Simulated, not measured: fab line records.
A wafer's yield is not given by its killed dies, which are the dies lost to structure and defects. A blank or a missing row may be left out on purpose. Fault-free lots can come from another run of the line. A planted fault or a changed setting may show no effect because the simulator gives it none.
fab line records || flow nand-harc
record {"lots": 14, "wafers": 42, "last-day": 33}
route steps=1302 shown A_CONTACT@1014
lots that met no fault: taken from a fault-free run of the same line
start-h: start of the lot's first displayed wafer, in hours after the record's first day || wait-h: how many hours have passed since the lot's step before this one || " the same as in the row above || L1.1+2: one row covering several wafers at once || - no value, or no start was given || * or withheld: withheld || < > ~ a bound
route shown NAME@n: a module of which the file shows steps, and the number in the route of the first || usual: the fault-free wafers' mean and standard deviation || same: alike in all rows || chamber/n: place in a boat || sites: each site's reading || _std_site: the values' standard deviation || _edge_site: mean of outer sites minus mean of inner sites || radius-mm: for every site, how far away it sits from the centre of the wafer || mask NAME#n: copy n || behind: the most recent tool/chamber to have shaped the wafer || hold: why the lot was held/for how many hours/how that ended || device: whichever transistor did not switch (one of n, p or np) || end of line: the route-end tests of the same wafers || a step given without rows: its recipe and nothing more || killed: the dies lost at the first sort to structure and to defects; this is not the yield of the wafer || map: the dies of a wafer, with x for killed, . for not killed, _ for no die there
set.NAME: the setting as run; set.NAME@STEP: as run at that earlier step || model.NAME: the simulator's own value behind a step, which no gauge read
the route's steps for a sample of lots (tables are steps, rows are wafers)
services: when a tool's chamber went out of use (start-h, in hours from the record's first day, below 0 if earlier), for how many hours, and the reason
## steps
# step NHARC_A_CONTACT_ETCH_120
# recipe {"source-w": "withheld", "pressure-mtorr": 20, "bias-v": 3000, "time-s": 190, "target-depth-a": 18500, "ar-flow-sccm": "withheld", "c4f8-flow-sccm": "withheld", "o2-flow-sccm": "withheld", "chemistry": "C4F8/O2/Ar"}
{"lot.wafer": "L742.2", "tool": "har-cap-etch-03", "chamber": 1, "start-h": 500.05, "wait-h": 0.1, "rf-hours-counter-h": 44}
{"lot.wafer": "L742.3", "tool": "har-cap-etch-03", "chamber": 1, "start-h": 500.05, "wait-h": 0.1, "rf-hours-counter-h": "-"}
{"lot.wafer": "L742.6", "tool": "har-cap-etch-03", "chamber": 0, "start-h": 500.05, "wait-h": 0.1, "rf-hours-counter-h": "-"}
{"lot.wafer": "L743.1", "tool": "har-cap-etch-03", "chamber": 0, "start-h": 512.96, "wait-h": 0.1, "rf-hours-counter-h": 47}
{"lot.wafer": "L743.4", "tool": "har-cap-etch-03", "chamber": 0, "start-h": 512.96, "wait-h": 0.1, "rf-hours-counter-h": "-"}
{"lot.wafer": "L743.5", "tool": "har-cap-etch-03", "chamber": 1, "start-h": 512.96, "wait-h": 0.1, "rf-hours-counter-h": "-"}
{"lot.wafer": "L745.3", "tool": "har-cap-etch-01", "chamber": 0, "start-h": 517.59, "wait-h": 0.2, "rf-hours-counter-h": "-"}
{"lot.wafer": "L745.4", "tool": "har-cap-etch-01", "chamber": 1, "start-h": 517.59, "wait-h": 0.2, "rf-hours-counter-h": "-"}
{"lot.wafer": "L745.6", "tool": "har-cap-etch-01", "chamber": 1, "start-h": 517.59, "wait-h": 0.2, "rf-hours-counter-h": "-"}
{"lot.wafer": "L744.1", "tool": "har-cap-etch-03", "chamber": 0, "start-h": 525.50, "wait-h": 0.1, "rf-hours-counter-h": 50}
{"lot.wafer": "L744.3", "tool": "har-cap-etch-03", "chamber": 0, "start-h": 525.50, "wait-h": 0.1, "rf-hours-counter-h": "-"}
{"lot.wafer": "L744.4", "tool": "har-cap-etch-03", "chamber": 1, "start-h": 525.50, "wait-h": 0.1, "rf-hours-counter-h": "-"}
{"lot.wafer": "L748.4", "tool": "har-cap-etch-01", "chamber": 1, "start-h": 542.28, "wait-h": 0.1, "rf-hours-counter-h": "-"}
{"lot.wafer": "L748.6", "tool": "har-cap-etch-01", "chamber": 1, "start-h": 542.28, "wait-h": 0.1, "rf-hours-counter-h": "-"}
{"lot.wafer": "L748.5", "tool": "har-cap-etch-01", "chamber": 0, "start-h": 542.28, "wait-h": 0.1, "rf-hours-counter-h": "-"}
{"lot.wafer": "L750.1", "tool": "har-cap-etch-02", "chamber": 1, "start-h": 555.67, "wait-h": 0.1, "rf-hours-counter-h": 94}
{"lot.wafer": "L750.2", "tool": "har-cap-etch-02", "chamber": 0, "start-h": 555.67, "wait-h": 0.1, "rf-hours-counter-h": 94}
{"lot.wafer": "L750.4", "tool": "har-cap-etch-02", "chamber": 1, "start-h": 555.67, "wait-h": 0.1, "rf-hours-counter-h": "-"}
{"lot.wafer": "L749.2", "tool": "har-cap-etch-02", "chamber": 0, "start-h": 570.51, "wait-h": 0.1, "rf-hours-counter-h": 97}
{"lot.wafer": "L749.5", "tool": "har-cap-etch-02", "chamber": 1, "start-h": 570.51, "wait-h": 0.1, "rf-hours-counter-h": "-"}
{"lot.wafer": "L749.6", "tool": "har-cap-etch-02", "chamber": 0, "start-h": 570.51, "wait-h": 0.1, "rf-hours-counter-h": "-"}
{"lot.wafer": "L751.2", "tool": "har-cap-etch-02", "chamber": 0, "start-h": 583.36, "wait-h": 0.1, "rf-hours-counter-h": 99}
{"lot.wafer": "L751.4", "tool": "har-cap-etch-02", "chamber": 1, "start-h": 583.36, "wait-h": 0.1, "rf-hours-counter-h": "-"}
{"lot.wafer": "L751.3", "tool": "har-cap-etch-02", "chamber": 0, "start-h": 583.36, "wait-h": 0.1, "rf-hours-counter-h": "-"}
{"lot.wafer": "L752.1", "tool": "har-cap-etch-03", "chamber": 1, "start-h": 588.71, "wait-h": 0.1, "rf-hours-counter-h": 59}
{"lot.wafer": "L752.3", "tool": "har-cap-etch-03", "chamber": 1, "start-h": 588.71, "wait-h": 0.1, "rf-hours-counter-h": "-"}
{"lot.wafer": "L752.5", "tool": "har-cap-etch-03", "chamber": 1, "start-h": 588.71, "wait-h": 0.1, "rf-hours-counter-h": "-"}
{"lot.wafer": "L754.3", "tool": "har-cap-etch-01", "chamber": 0, "start-h": 597.70, "wait-h": 0.1, "rf-hours-counter-h": "-"}
{"lot.wafer": "L754.4", "tool": "har-cap-etch-01", "chamber": 1, "start-h": 597.70, "wait-h": 0.1, "rf-hours-counter-h": "-"}
{"lot.wafer": "L754.5", "tool": "har-cap-etch-01", "chamber": 1, "start-h": 597.70, "wait-h": 0.1, "rf-hours-counter-h": "-"}
{"lot.wafer": "L753.2", "tool": "har-cap-etch-03", "chamber": 1, "start-h": 598.53, "wait-h": 0.1, "rf-hours-counter-h": 62}
{"lot.wafer": "L753.3", "tool": "har-cap-etch-03", "chamber": 0, "start-h": 598.53, "wait-h": 0.1, "rf-hours-counter-h": "-"}
{"lot.wafer": "L753.6", "tool": "har-cap-etch-03", "chamber": 1, "start-h": 598.53, "wait-h": 0.1, "rf-hours-counter-h": "-"}
{"lot.wafer": "L759.3", "tool": "har-cap-etch-02", "chamber": 1, "start-h": 665.22, "wait-h": 0.1, "rf-hours-counter-h": "-"}
{"lot.wafer": "L759.4", "tool": "har-cap-etch-02", "chamber": 0, "start-h": 665.22, "wait-h": 0.1, "rf-hours-counter-h": "-"}
{"lot.wafer": "L759.6", "tool": "har-cap-etch-02", "chamber": 0, "start-h": 665.22, "wait-h": 0.1, "rf-hours-counter-h": "-"}
{"lot.wafer": "L761.3", "tool": "har-cap-etch-03", "chamber": 0, "start-h": 682.10, "wait-h": 0.1, "rf-hours-counter-h": "-"}
{"lot.wafer": "L761.6", "tool": "har-cap-etch-03", "chamber": 1, "start-h": 682.10, "wait-h": 0.1, "rf-hours-counter-h": "-"}
{"lot.wafer": "L761.5", "tool": "har-cap-etch-03", "chamber": 0, "start-h": 682.10, "wait-h": 0.1, "rf-hours-counter-h": "-"}
{"lot.wafer": "L764.1", "tool": "har-cap-etch-01", "chamber": 1, "start-h": 710.41, "wait-h": 0.1, "rf-hours-counter-h": 38}
{"lot.wafer": "L764.2", "tool": "har-cap-etch-01", "chamber": 0, "start-h": 710.41, "wait-h": 0.1, "rf-hours-counter-h": 38}
{"lot.wafer": "L764.3", "tool": "har-cap-etch-01", "chamber": 1, "start-h": 710.41, "wait-h": 0.1, "rf-hours-counter-h": "-"}
# step NHARC_A_CONTACT_CD_MEAS_53
# usual {"cd-nm": "289.4/0.8"}
{"lot.wafer": "L742.2", "tool": "cd-sem-01", "chamber": "-", "start-h": 501.73, "wait-h": "-", "cd-nm": 289.8}
{"lot.wafer": "L742.3", "tool": "cd-sem-01", "chamber": "-", "start-h": 501.73, "wait-h": "-", "cd-nm": 290.2}
{"lot.wafer": "L742.6", "tool": "cd-sem-01", "chamber": "-", "start-h": 501.73, "wait-h": "-", "cd-nm": 290.1}
{"lot.wafer": "L743.1", "tool": "cd-sem-02", "chamber": "-", "start-h": 514.65, "wait-h": "-", "cd-nm": 290.0}
{"lot.wafer": "L743.4", "tool": "cd-sem-02", "chamber": "-", "start-h": 514.65, "wait-h": "-", "cd-nm": 289.0}
{"lot.wafer": "L743.5", "tool": "cd-sem-02", "chamber": "-", "start-h": 514.65, "wait-h": "-", "cd-nm": 289.5}
{"lot.wafer": "L745.3", "tool": "cd-sem-03", "chamber": "-", "start-h": 519.57, "wait-h": "-", "cd-nm": 289.9}
{"lot.wafer": "L745.4", "tool": "cd-sem-03", "chamber": "-", "start-h": 519.57, "wait-h": "-", "cd-nm": 289.6}
{"lot.wafer": "L745.6", "tool": "cd-sem-03", "chamber": "-", "start-h": 519.57, "wait-h": "-", "cd-nm": 289.8}
{"lot.wafer": "L744.1", "tool": "cd-sem-02", "chamber": "-", "start-h": 527.19, "wait-h": "-", "cd-nm": 289.1}
{"lot.wafer": "L744.3", "tool": "cd-sem-02", "chamber": "-", "start-h": 527.19, "wait-h": "-", "cd-nm": 288.8}
{"lot.wafer": "L744.4", "tool": "cd-sem-02", "chamber": "-", "start-h": 527.19, "wait-h": "-", "cd-nm": 289.2}
{"lot.wafer": "L748.4", "tool": "cd-sem-02", "chamber": "-", "start-h": 543.94, "wait-h": "-", "cd-nm": 288.5}
{"lot.wafer": "L748.5", "tool": "cd-sem-02", "chamber": "-", "start-h": 543.94, "wait-h": "-", "cd-nm": 288.5}
{"lot.wafer": "L748.6", "tool": "cd-sem-02", "chamber": "-", "start-h": 543.94, "wait-h": "-", "cd-nm": 288.6}
{"lot.wafer": "L750.1", "tool": "cd-sem-03", "chamber": "-", "start-h": 557.39, "wait-h": "-", "cd-nm": 290.5}
{"lot.wafer": "L750.2", "tool": "cd-sem-03", "chamber": "-", "start-h": 557.39, "wait-h": "-", "cd-nm": 289.6}
{"lot.wafer": "L750.4", "tool": "cd-sem-03", "chamber": "-", "start-h": 557.39, "wait-h": "-", "cd-nm": 290.1}
{"lot.wafer": "L749.2", "tool": "cd-sem-03", "chamber": "-", "start-h": 572.20, "wait-h": "-", "cd-nm": 287.0}
{"lot.wafer": "L749.5", "tool": "cd-sem-03", "chamber": "-", "start-h": 572.20, "wait-h": "-", "cd-nm": 286.8}
{"lot.wafer": "L749.6", "tool": "cd-sem-03", "chamber": "-", "start-h": 572.20, "wait-h": "-", "cd-nm": 287.8}
{"lot.wafer": "L751.2", "tool": "cd-sem-02", "chamber": "-", "start-h": 585.04, "wait-h": "-", "cd-nm": 289.2}
{"lot.wafer": "L751.3", "tool": "cd-sem-02", "chamber": "-", "start-h": 585.04, "wait-h": "-", "cd-nm": 290.5}
{"lot.wafer": "L751.4", "tool": "cd-sem-02", "chamber": "-", "start-h": 585.04, "wait-h": "-", "cd-nm": 289.9}
{"lot.wafer": "L752.1", "tool": "cd-sem-03", "chamber": "-", "start-h": 590.46, "wait-h": "-", "cd-nm": 289.0}
{"lot.wafer": "L752.3", "tool": "cd-sem-03", "chamber": "-", "start-h": 590.46, "wait-h": "-", "cd-nm": 289.7}
{"lot.wafer": "L752.5", "tool": "cd-sem-03", "chamber": "-", "start-h": 590.46, "wait-h": "-", "cd-nm": 289.7}
{"lot.wafer": "L754.3", "tool": "cd-sem-03", "chamber": "-", "start-h": 599.52, "wait-h": "-", "cd-nm": 288.5}
{"lot.wafer": "L754.4", "tool": "cd-sem-03", "chamber": "-", "start-h": 599.52, "wait-h": "-", "cd-nm": 289.0}
{"lot.wafer": "L754.5", "tool": "cd-sem-03", "chamber": "-", "start-h": 599.52, "wait-h": "-", "cd-nm": 289.1}
{"lot.wafer": "L753.2", "tool": "cd-sem-02", "chamber": "-", "start-h": 600.39, "wait-h": "-", "cd-nm": 289.4}
{"lot.wafer": "L753.3", "tool": "cd-sem-02", "chamber": "-", "start-h": 600.39, "wait-h": "-", "cd-nm": 289.2}
{"lot.wafer": "L753.6", "tool": "cd-sem-02", "chamber": "-", "start-h": 600.39, "wait-h": "-", "cd-nm": 289.9}
{"lot.wafer": "L759.3", "tool": "cd-sem-01", "chamber": "-", "start-h": 666.88, "wait-h": "-", "cd-nm": 289.5}
{"lot.wafer": "L759.4", "tool": "cd-sem-01", "chamber": "-", "start-h": 666.88, "wait-h": "-", "cd-nm": 289.2}
{"lot.wafer": "L759.6", "tool": "cd-sem-01", "chamber": "-", "start-h": 666.88, "wait-h": "-", "cd-nm": 289.3}
{"lot.wafer": "L761.3", "tool": "cd-sem-03", "chamber": "-", "start-h": 683.72, "wait-h": "-", "cd-nm": 289.9}
{"lot.wafer": "L761.5", "tool": "cd-sem-03", "chamber": "-", "start-h": 683.72, "wait-h": "-", "cd-nm": 290.8}
{"lot.wafer": "L761.6", "tool": "cd-sem-03", "chamber": "-", "start-h": 683.72, "wait-h": "-", "cd-nm": 290.4}
{"lot.wafer": "L764.1", "tool": "cd-sem-01", "chamber": "-", "start-h": 712.11, "wait-h": "-", "cd-nm": 289.9}
{"lot.wafer": "L764.2", "tool": "cd-sem-01", "chamber": "-", "start-h": 712.11, "wait-h": "-", "cd-nm": 289.7}
{"lot.wafer": "L764.3", "tool": "cd-sem-01", "chamber": "-", "start-h": 712.11, "wait-h": "-", "cd-nm": 289.5}
# step NHARC_A_CONTACT_SOFTBAKE_64
# recipe {"temp-c": 105, "time-s": 55}
# usual {"chill-plate-temp-C": "23.01/0.1", "heater-power-total-W": "188.44/0.15"}
{"lot.wafer": "L742.2", "tool": "litho-track-04", "chamber": 0, "start-h": 507, "wait-h": "-", "chill-plate-temp-C": 22.99, "heater-power-total-W": 188.34}
{"lot.wafer": "L742.3", "tool": "litho-track-04", "chamber": 0, "start-h": 507, "wait-h": "-", "chill-plate-temp-C": 22.84, "heater-power-total-W": 188.46}
{"lot.wafer": "L742.6", "tool": "litho-track-04", "chamber": 0, "start-h": 507, "wait-h": "-", "chill-plate-temp-C": 22.91, "heater-power-total-W": 188.30}
{"lot.wafer": "L743.1", "tool": "litho-track-04", "chamber": 0, "start-h": 519, "wait-h": "-", "chill-plate-temp-C": 23.03, "heater-power-total-W": 188.52}
{"lot.wafer": "L743.4", "tool": "litho-track-04", "chamber": 0, "start-h": 519, "wait-h": "-", "chill-plate-temp-C": 22.99, "heater-power-total-W": 188.47}
{"lot.wafer": "L743.5", "tool": "litho-track-04", "chamber": 0, "start-h": 519, "wait-h": "-", "chill-plate-temp-C": 22.99, "heater-power-total-W": 188.51}
{"lot.wafer": "L745.3", "tool": "litho-track-01", "chamber": 0, "start-h": 524, "wait-h": "-", "chill-plate-temp-C": 23.14, "heater-power-total-W": 188.73}
{"lot.wafer": "L745.4", "tool": "litho-track-01", "chamber": 0, "start-h": 524, "wait-h": "-", "chill-plate-temp-C": 23.21, "heater-power-total-W": 188.50}
{"lot.wafer": "L745.6", "tool": "litho-track-01", "chamber": 0, "start-h": 524, "wait-h": "-", "chill-plate-temp-C": 23.14, "heater-power-total-W": 188.70}
{"lot.wafer": "L744.1", "tool": "litho-track-04", "chamber": 0, "start-h": 531, "wait-h": "-", "chill-plate-temp-C": 22.97, "heater-power-total-W": 188.28}
{"lot.wafer": "L744.3", "tool": "litho-track-04", "chamber": 0, "start-h": 531, "wait-h": "-", "chill-plate-temp-C": 22.98, "heater-power-total-W": 188.78}
{"lot.wafer": "L744.4", "tool": "litho-track-04", "chamber": 0, "start-h": 531, "wait-h": "-", "chill-plate-temp-C": 23.10, "heater-power-total-W": 188.40}
{"lot.wafer": "L748.4", "tool": "litho-track-06", "chamber": 0, "start-h": 548, "wait-h": "-", "chill-plate-temp-C": 23.10, "heater-power-total-W": 188.45}
{"lot.wafer": "L748.5", "tool": "litho-track-06", "chamber": 0, "start-h": 548, "wait-h": "-", "chill-plate-temp-C": 23.01, "heater-power-total-W": 188.52}
{"lot.wafer": "L748.6", "tool": "litho-track-06", "chamber": 0, "start-h": 548, "wait-h": "-", "chill-plate-temp-C": 23.03, "heater-power-total-W": 188.46}
{"lot.wafer": "L750.1", "tool": "litho-track-01", "chamber": 0, "start-h": 561, "wait-h": "-", "chill-plate-temp-C": 22.89, "heater-power-total-W": 188.52}
{"lot.wafer": "L750.2", "tool": "litho-track-01", "chamber": 0, "start-h": 561, "wait-h": "-", "chill-plate-temp-C": 22.79, "heater-power-total-W": 188.31}
{"lot.wafer": "L750.4", "tool": "litho-track-01", "chamber": 0, "start-h": 561, "wait-h": "-", "chill-plate-temp-C": 22.91, "heater-power-total-W": 188.29}
{"lot.wafer": "L749.2", "tool": "litho-track-01", "chamber": 0, "start-h": 576, "wait-h": "-", "chill-plate-temp-C": 22.99, "heater-power-total-W": 188.32}
{"lot.wafer": "L749.5", "tool": "litho-track-01", "chamber": 0, "start-h": 576, "wait-h": "-", "chill-plate-temp-C": 22.94, "heater-power-total-W": 188.46}
{"lot.wafer": "L749.6", "tool": "litho-track-01", "chamber": 0, "start-h": 576, "wait-h": "-", "chill-plate-temp-C": 22.95, "heater-power-total-W": 188.42}
{"lot.wafer": "L751.2", "tool": "litho-track-06", "chamber": 0, "start-h": 590, "wait-h": "-", "chill-plate-temp-C": 23.09, "heater-power-total-W": 188.80}
{"lot.wafer": "L751.3", "tool": "litho-track-06", "chamber": 0, "start-h": 590, "wait-h": "-", "chill-plate-temp-C": 22.98, "heater-power-total-W": 188.35}
{"lot.wafer": "L751.4", "tool": "litho-track-06", "chamber": 0, "start-h": 590, "wait-h": "-", "chill-plate-temp-C": 22.98, "heater-power-total-W": 188.37}
{"lot.wafer": "L752.1", "tool": "litho-track-01", "chamber": 0, "start-h": 597, "wait-h": "-", "chill-plate-temp-C": 23.00, "heater-power-total-W": 188.70}
{"lot.wafer": "L752.3", "tool": "litho-track-01", "chamber": 0, "start-h": 597, "wait-h": "-", "chill-plate-temp-C": 23.03, "heater-power-total-W": 188.37}
{"lot.wafer": "L752.5", "tool": "litho-track-01", "chamber": 0, "start-h": 597, "wait-h": "-", "chill-plate-temp-C": 23.05, "heater-power-total-W": 188.53}
{"lot.wafer": "L754.3", "tool": "litho-track-06", "chamber": 0, "start-h": 604, "wait-h": "-", "chill-plate-temp-C": 23.08, "heater-power-total-W": 188.34}
{"lot.wafer": "L754.4", "tool": "litho-track-06", "chamber": 0, "start-h": 604, "wait-h": "-", "chill-plate-temp-C": 23.05, "heater-power-total-W": 188.36}
{"lot.wafer": "L754.5", "tool": "litho-track-06", "chamber": 0, "start-h": 604, "wait-h": "-", "chill-plate-temp-C": 23.03, "heater-power-total-W": 188.35}
{"lot.wafer": "L753.2", "tool": "litho-track-01", "chamber": 0, "start-h": 604, "wait-h": "-", "chill-plate-temp-C": 22.84, "heater-power-total-W": 188.32}
{"lot.wafer": "L753.3", "tool": "litho-track-01", "chamber": 0, "start-h": 604, "wait-h": "-", "chill-plate-temp-C": 22.90, "heater-power-total-W": 188.24}
{"lot.wafer": "L753.6", "tool": "litho-track-01", "chamber": 0, "start-h": 604, "wait-h": "-", "chill-plate-temp-C": 22.89, "heater-power-total-W": 188.39}
{"lot.wafer": "L759.3", "tool": "litho-track-04", "chamber": 0, "start-h": 671, "wait-h": "-", "chill-plate-temp-C": 23.07, "heater-power-total-W": 188.29}
{"lot.wafer": "L759.4", "tool": "litho-track-04", "chamber": 0, "start-h": 671, "wait-h": "-", "chill-plate-temp-C": 23.05, "heater-power-total-W": 188.32}
{"lot.wafer": "L759.6", "tool": "litho-track-04", "chamber": 0, "start-h": 671, "wait-h": "-", "chill-plate-temp-C": 23.08, "heater-power-total-W": 188.72}
{"lot.wafer": "L761.3", "tool": "litho-track-04", "chamber": 0, "start-h": 692, "wait-h": "-", "chill-plate-temp-C": 23.03, "heater-power-total-W": 198.14}
{"lot.wafer": "L761.5", "tool": "litho-track-04", "chamber": 0, "start-h": 692, "wait-h": "-", "chill-plate-temp-C": 23.00, "heater-power-total-W": 188.63}
{"lot.wafer": "L761.6", "tool": "litho-track-04", "chamber": 0, "start-h": 692, "wait-h": "-", "chill-plate-temp-C": 22.89, "heater-power-total-W": 188.46}
{"lot.wafer": "L764.1", "tool": "litho-track-04", "chamber": 0, "start-h": 717, "wait-h": "-", "chill-plate-temp-C": 22.92, "heater-power-total-W": 188.46}
{"lot.wafer": "L764.2", "tool": "litho-track-04", "chamber": 0, "start-h": 717, "wait-h": "-", "chill-plate-temp-C": 22.81, "heater-power-total-W": 198.10}
{"lot.wafer": "L764.3", "tool": "litho-track-04", "chamber": 0, "start-h": 717, "wait-h": "-", "chill-plate-temp-C": 22.94, "heater-power-total-W": 198.10}
# step NHARC_A_CONTACT_OVL_MEAS_70
# usual {"overlay-x-nm": "0.0/0.65", "overlay-y-nm": "-0.2/0.69"}
{"lot.wafer": "L742.2", "tool": "overlay-02", "chamber": "-", "start-h": 507.86, "wait-h": "-", "overlay-x-nm": 0.0, "overlay-y-nm": -0.2}
{"lot.wafer": "L742.3", "tool": "overlay-02", "chamber": "-", "start-h": 507.86, "wait-h": "-", "overlay-x-nm": 0.2, "overlay-y-nm": 0.2}
{"lot.wafer": "L742.6", "tool": "overlay-02", "chamber": "-", "start-h": 507.86, "wait-h": "-", "overlay-x-nm": 0.2, "overlay-y-nm": -0.6}
{"lot.wafer": "L743.1", "tool": "overlay-01", "chamber": "-", "start-h": 519.71, "wait-h": "-", "overlay-x-nm": 0.4, "overlay-y-nm": -0.4}
{"lot.wafer": "L743.4", "tool": "overlay-01", "chamber": "-", "start-h": 519.71, "wait-h": "-", "overlay-x-nm": 0.5, "overlay-y-nm": 0.0}
{"lot.wafer": "L743.5", "tool": "overlay-01", "chamber": "-", "start-h": 519.71, "wait-h": "-", "overlay-x-nm": 0.7, "overlay-y-nm": -0.1}
{"lot.wafer": "L745.3", "tool": "overlay-02", "chamber": "-", "start-h": 525.26, "wait-h": "-", "overlay-x-nm": 0.2, "overlay-y-nm": -0.9}
{"lot.wafer": "L745.4", "tool": "overlay-02", "chamber": "-", "start-h": 525.26, "wait-h": "-", "overlay-x-nm": -0.1, "overlay-y-nm": -0.8}
{"lot.wafer": "L745.6", "tool": "overlay-02", "chamber": "-", "start-h": 525.26, "wait-h": "-", "overlay-x-nm": 0.1, "overlay-y-nm": -0.2}
{"lot.wafer": "L744.1", "tool": "overlay-02", "chamber": "-", "start-h": 532.20, "wait-h": "-", "overlay-x-nm": -1.2, "overlay-y-nm": -0.6}
{"lot.wafer": "L744.3", "tool": "overlay-02", "chamber": "-", "start-h": 532.20, "wait-h": "-", "overlay-x-nm": -0.6, "overlay-y-nm": 0.0}
{"lot.wafer": "L744.4", "tool": "overlay-02", "chamber": "-", "start-h": 532.20, "wait-h": "-", "overlay-x-nm": -1.2, "overlay-y-nm": 0.1}
{"lot.wafer": "L748.4", "tool": "overlay-01", "chamber": "-", "start-h": 548.79, "wait-h": "-", "overlay-x-nm": -0.6, "overlay-y-nm": -1.1}
{"lot.wafer": "L748.5", "tool": "overlay-01", "chamber": "-", "start-h": 548.79, "wait-h": "-", "overlay-x-nm": -0.5, "overlay-y-nm": -1.5}
{"lot.wafer": "L748.6", "tool": "overlay-01", "chamber": "-", "start-h": 548.79, "wait-h": "-", "overlay-x-nm": -0.9, "overlay-y-nm": -0.9}
{"lot.wafer": "L750.1", "tool": "overlay-02", "chamber": "-", "start-h": 562.51, "wait-h": "-", "overlay-x-nm": -0.4, "overlay-y-nm": -0.5}
{"lot.wafer": "L750.2", "tool": "overlay-02", "chamber": "-", "start-h": 562.51, "wait-h": "-", "overlay-x-nm": -0.6, "overlay-y-nm": -0.6}
{"lot.wafer": "L750.4", "tool": "overlay-02", "chamber": "-", "start-h": 562.51, "wait-h": "-", "overlay-x-nm": -0.4, "overlay-y-nm": -0.3}
{"lot.wafer": "L749.2", "tool": "overlay-01", "chamber": "-", "start-h": 577.20, "wait-h": "-", "overlay-x-nm": -0.1, "overlay-y-nm": 0.0}
{"lot.wafer": "L749.5", "tool": "overlay-01", "chamber": "-", "start-h": 577.20, "wait-h": "-", "overlay-x-nm": -0.4, "overlay-y-nm": -0.5}
{"lot.wafer": "L749.6", "tool": "overlay-01", "chamber": "-", "start-h": 577.20, "wait-h": "-", "overlay-x-nm": 0.0, "overlay-y-nm": 0.0}
{"lot.wafer": "L751.2", "tool": "overlay-02", "chamber": "-", "start-h": 590.47, "wait-h": "-", "overlay-x-nm": -1.2, "overlay-y-nm": 0.9}
{"lot.wafer": "L751.3", "tool": "overlay-02", "chamber": "-", "start-h": 590.47, "wait-h": "-", "overlay-x-nm": -1.3, "overlay-y-nm": 1.5}
{"lot.wafer": "L751.4", "tool": "overlay-02", "chamber": "-", "start-h": 590.47, "wait-h": "-", "overlay-x-nm": -1.4, "overlay-y-nm": 1.3}
{"lot.wafer": "L752.1", "tool": "overlay-02", "chamber": "-", "start-h": 598.08, "wait-h": "-", "overlay-x-nm": -0.3, "overlay-y-nm": -0.1}
{"lot.wafer": "L752.3", "tool": "overlay-02", "chamber": "-", "start-h": 598.08, "wait-h": "-", "overlay-x-nm": 0.1, "overlay-y-nm": -0.2}
{"lot.wafer": "L752.5", "tool": "overlay-02", "chamber": "-", "start-h": 598.08, "wait-h": "-", "overlay-x-nm": -0.6, "overlay-y-nm": 0.0}
{"lot.wafer": "L754.3", "tool": "overlay-02", "chamber": "-", "start-h": 604.59, "wait-h": "-", "overlay-x-nm": -0.3, "overlay-y-nm": 0.3}
{"lot.wafer": "L754.4", "tool": "overlay-02", "chamber": "-", "start-h": 604.59, "wait-h": "-", "overlay-x-nm": -0.2, "overlay-y-nm": 0.7}
{"lot.wafer": "L754.5", "tool": "overlay-02", "chamber": "-", "start-h": 604.59, "wait-h": "-", "overlay-x-nm": -0.1, "overlay-y-nm": 0.3}
{"lot.wafer": "L753.2", "tool": "overlay-01", "chamber": "-", "start-h": 605.41, "wait-h": "-", "overlay-x-nm": -1.2, "overlay-y-nm": -1.1}
{"lot.wafer": "L753.3", "tool": "overlay-01", "chamber": "-", "start-h": 605.41, "wait-h": "-", "overlay-x-nm": -1.1, "overlay-y-nm": -0.9}
{"lot.wafer": "L753.6", "tool": "overlay-01", "chamber": "-", "start-h": 605.41, "wait-h": "-", "overlay-x-nm": -1.0, "overlay-y-nm": -0.6}
{"lot.wafer": "L759.3", "tool": "overlay-02", "chamber": "-", "start-h": 672.27, "wait-h": "-", "overlay-x-nm": 1.1, "overlay-y-nm": 0.4}
{"lot.wafer": "L759.4", "tool": "overlay-02", "chamber": "-", "start-h": 672.27, "wait-h": "-", "overlay-x-nm": 0.9, "overlay-y-nm": 0.7}
{"lot.wafer": "L759.6", "tool": "overlay-02", "chamber": "-", "start-h": 672.27, "wait-h": "-", "overlay-x-nm": 1.4, "overlay-y-nm": 0.6}
{"lot.wafer": "L761.3", "tool": "overlay-01", "chamber": "-", "start-h": 693.16, "wait-h": "-", "overlay-x-nm": 0.9, "overlay-y-nm": -0.8}
{"lot.wafer": "L761.5", "tool": "overlay-01", "chamber": "-", "start-h": 693.16, "wait-h": "-", "overlay-x-nm": 0.6, "overlay-y-nm": -0.7}
{"lot.wafer": "L761.6", "tool": "overlay-01", "chamber": "-", "start-h": 693.16, "wait-h": "-", "overlay-x-nm": 1.5, "overlay-y-nm": -1.2}
{"lot.wafer": "L764.1", "tool": "overlay-01", "chamber": "-", "start-h": 717.74, "wait-h": "-", "overlay-x-nm": -0.6, "overlay-y-nm": 0.0}
{"lot.wafer": "L764.2", "tool": "overlay-01", "chamber": "-", "start-h": 717.74, "wait-h": "-", "overlay-x-nm": -0.3, "overlay-y-nm": -0.6}
{"lot.wafer": "L764.3", "tool": "overlay-01", "chamber": "-", "start-h": 717.74, "wait-h": "-", "overlay-x-nm": -1.0, "overlay-y-nm": -0.4}
## services
{"tool": "har-cap-etch-01", "chamber": "-", "start-h": 497.00, "hours": 17.0, "kind": "pm"}
{"tool": "har-cap-etch-01", "chamber": 0, "start-h": 497.00, "hours": 17.0, "kind": "vent-cycle"}
{"tool": "har-cap-etch-01", "chamber": 1, "start-h": 497.00, "hours": 17.0, "kind": "vent-cycle"}
{"tool": "litho-track-01", "chamber": "-", "start-h": 505.00, "hours": 7.0, "kind": "pm"}
{"tool": "har-cap-etch-01", "chamber": 0, "start-h": 514.00, "hours": "-", "kind": "clean"}
{"tool": "har-cap-etch-01", "chamber": 1, "start-h": 514.00, "hours": "-", "kind": "clean"}
{"tool": "litho-track-06", "chamber": "-", "start-h": 529.00, "hours": 7.0, "kind": "pm"}
{"tool": "litho-track-04", "chamber": "-", "start-h": 553.00, "hours": 7.0, "kind": "pm"}
{"tool": "litho-track-01", "chamber": "-", "start-h": 680.00, "hours": 7.0, "kind": "pm"}
{"tool": "litho-track-06", "chamber": "-", "start-h": 704.00, "hours": 7.0, "kind": "pm"}
## key
first-sign {"step": "NHARC_A_CONTACT_SOFTBAKE_64", "reading": "heater-power-total-W", "direction": "up", "sigmas": 66, "usual": "*", "struck": "*"}
effect none on later readings
met-at NHARC_A_CONTACT_SOFTBAKE_64
struck-lots L761,L764
struck-wafers L761.3,L764.2,L764.3
tester-left-out L761,L764
not-acting-at NHARC_A_CONTACT_ETCH_120,NHARC_A_CONTACT_CD_MEAS_53,NHARC_A_CONTACT_OVL_MEAS_70
onset-between 671 692
fault {"kind": "process-parameter-drift", "tool": "litho-track-04", "chamber": "-", "onset-h": 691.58, "steps": "NHARC_A_CONTACT_SOFTBAKE_64", "channel": "time-s", "offset": "*", "shape": "step", "end-h": 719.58, "scope": "struck-wafers-only", "acts-in": "*", "stated": "*"}
# tester-left-out: of these lots the tester's yield and bins aren't shown, on N5 and GAA mostly nor the transistor test; their killed dies are dies lost to structure and defects alone, not to doping, threshold or leakage, so they don't give the yield
